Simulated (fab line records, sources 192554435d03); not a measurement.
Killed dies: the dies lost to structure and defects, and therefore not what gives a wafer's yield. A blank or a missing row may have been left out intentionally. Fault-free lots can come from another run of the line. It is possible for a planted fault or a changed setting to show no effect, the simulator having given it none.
A struck lot beside a sound one	flow n5-finfet	16 steps out of a route of 1938
Sound: wafers L864.1, L864.2, L864.4. Struck: wafer L871.2. (L871.5 of the same lot was not struck and is left out.) The cause comes at the end.
Order at every step that has rows: each side's tool, ch and its chambers, its first start. Under that, the readings that differ: sound wafers	struck wafers	difference of the means	sigmas: that difference in standard deviations of wafers without a fault.
alike: readings whose means differ by less than 2 such deviations, and words and numbers that are the same on both sides. not compared: withheld readings, readings that some wafer has no value for, bounds like >300 that may hide the same value, and numbers for which the record gives no deviation and whose values overlap.
Wherever a step has rows on one side only, a row that says differs or no value, or a row with sigmas, the two part there. When numbers do not overlap yet have no deviation, they are printed without sigmas and do not part them. A reading that every wafer of one side lacks parts them only if that side has two wafers or more.

N5_PMOS_HMC_CHANNEL_EPI_HM_DEP_34: deposits SiO2 from TEOS/O2, target thk 36 nm, time 6.9 s.
  sound on pecvd-04 ch 0,2, day 2 10:36; struck on pecvd-02 ch 0, day 4 04:47
reading	sound	struck	difference	sigmas
throttle-valve-pct (%)	17.7 18.7 17.9	20.1	+2.0	+2
  alike: heater-power-w, showerhead-plenum-p-Torr, susceptor-temp-C
then, 7 steps without rows for these wafers: N5_PMOS_HMC_CHANNEL_EPI_COAT_31 (time 60 s, resist thk 66 nm); N5_PMOS_HMC_CHANNEL_EPI_COAT_03 (resist thk 205 nm); N5_PMOS_HMC_CHANNEL_EPI_EBR_05; N5_PMOS_HMC_CHANNEL_EPI_SOFTBAKE_04 (time 60 s); N5_PMOS_HMC_CHANNEL_EPI_EXPOSE_06 (exposes mask PMOS HMC BLK, target cd 240 nm); N5_PMOS_HMC_CHANNEL_EPI_PEB_07 (peb time 60 s); N5_PMOS_HMC_CHANNEL_EPI_DEVELOP_08 (develop time 30 s).
N5_PMOS_HMC_CHANNEL_EPI_CD_MEAS_09 targets a cd of 237.4 nm.
  sound on cd-sem-02 ch 0, day 2 10:53; struck on cd-sem-01 ch 0, day 4 05:11
reading	sound	struck	difference	sigmas
cd-nm (nm)	240.1 238.8 239.7	237.1	-2.4	-2
N5_PMOS_HMC_CHANNEL_EPI_OVL_MEAS_10:
  sound on overlay-01 ch 0, day 2 10:55; struck on overlay-01 ch 0, day 4 05:13
  alike: PMOS_HMC_BLK_OVL
N5_PMOS_HMC_CHANNEL_EPI_INSPECT_11: inspects for defects (macro).
  sound: defect-inspect-02 at day 2 10:56; struck: defect-inspect-02 at day 4 05:14
reading	sound	struck	difference	sigmas
raw-defect-count	2 2 1	5	+3	+2
N5_PMOS_HMC_CHANNEL_EPI_DESCUM_14: chemistry O2, time 7.9 s.
  sound on rie-diel-01 ch 0,2,3, day 2 11:27; struck on rie-diel-03 ch 3, day 4 05:25
reading	sound	struck	difference	sigmas
rf-hours-counter-h (h)	124 141 144	164	+28	
  alike: bias-power-w, drypump-motor-current-A, oes-product-au, rf-vpp-V, showerhead-plenum-p-Torr, throttle-valve-pct
N5_PMOS_HMC_CHANNEL_EPI_ETCH_32: etches BARC in N2/H2, stops on SiO2, target depth 85.8 nm, time 50.3 s.
  sound on rie-diel-01 ch 0,2,3, day 2 11:29; struck on rie-diel-03 ch 3, day 4 05:27
reading	sound	struck	difference	sigmas
over-etch-frac	0.3 0.3 0.3	0.55508	+0.25508	
rf-hours-counter-h (h)	124 141 144	164	+28	
model.CAR-ArF-block_of_PMOS_HMC_CHANNEL_EPI_COAT_03.thk-nm (nm)	130.7 131 131.8	120.1	-11.1	
  alike: drypump-motor-current-A, oes-product-au, rf-vpp-V, showerhead-plenum-p-Torr, throttle-valve-pct
N5_PMOS_HMC_CHANNEL_EPI_HM_OPEN_15: chemistry CHF3/O2, target SiO2, target depth 40.6 nm, time 20.3 s.
  sound on rie-diel-01 ch 0,2,3, day 2 11:32; struck on rie-diel-03 ch 3, day 4 05:29
reading	sound	struck	difference	sigmas
rf-hours-counter-h (h)	124 141 144	164	+28	
model.CAR-ArF-block_of_PMOS_HMC_CHANNEL_EPI_COAT_03.thk-nm (nm)	90.34 89.45 89.93	79.74	-10.17	
  alike: CHF3_flow_sccm, drypump-motor-current-A, oes_ar_750_au, oes-product-au, rf-vpp-V, showerhead-plenum-p-Torr, throttle-valve-pct
N5_PMOS_HMC_CHANNEL_EPI_STRIP_33: strips in N2/H2.
  sound on rie-diel-01 ch 0,2,3, day 2 11:35; struck on rie-diel-03 ch 3, day 4 05:33
reading	sound	struck	difference	sigmas
rf-hours-counter-h (h)	124 141 144	164	+28	
  alike: bias-power-w, drypump-motor-current-A, oes-product-au, rf-vpp-V, showerhead-plenum-p-Torr, throttle-valve-pct
N5_PASSIVATION_PROBE_49:
  sound wafers here have rows in the record (prober-02, day 14 13:34); struck ones have none

WHERE THEY PART
First at N5_PMOS_HMC_CHANNEL_EPI_HM_DEP_34; last, within this record, at N5_PASSIVATION_PROBE_49.

WHY: the cause the simulator had injected
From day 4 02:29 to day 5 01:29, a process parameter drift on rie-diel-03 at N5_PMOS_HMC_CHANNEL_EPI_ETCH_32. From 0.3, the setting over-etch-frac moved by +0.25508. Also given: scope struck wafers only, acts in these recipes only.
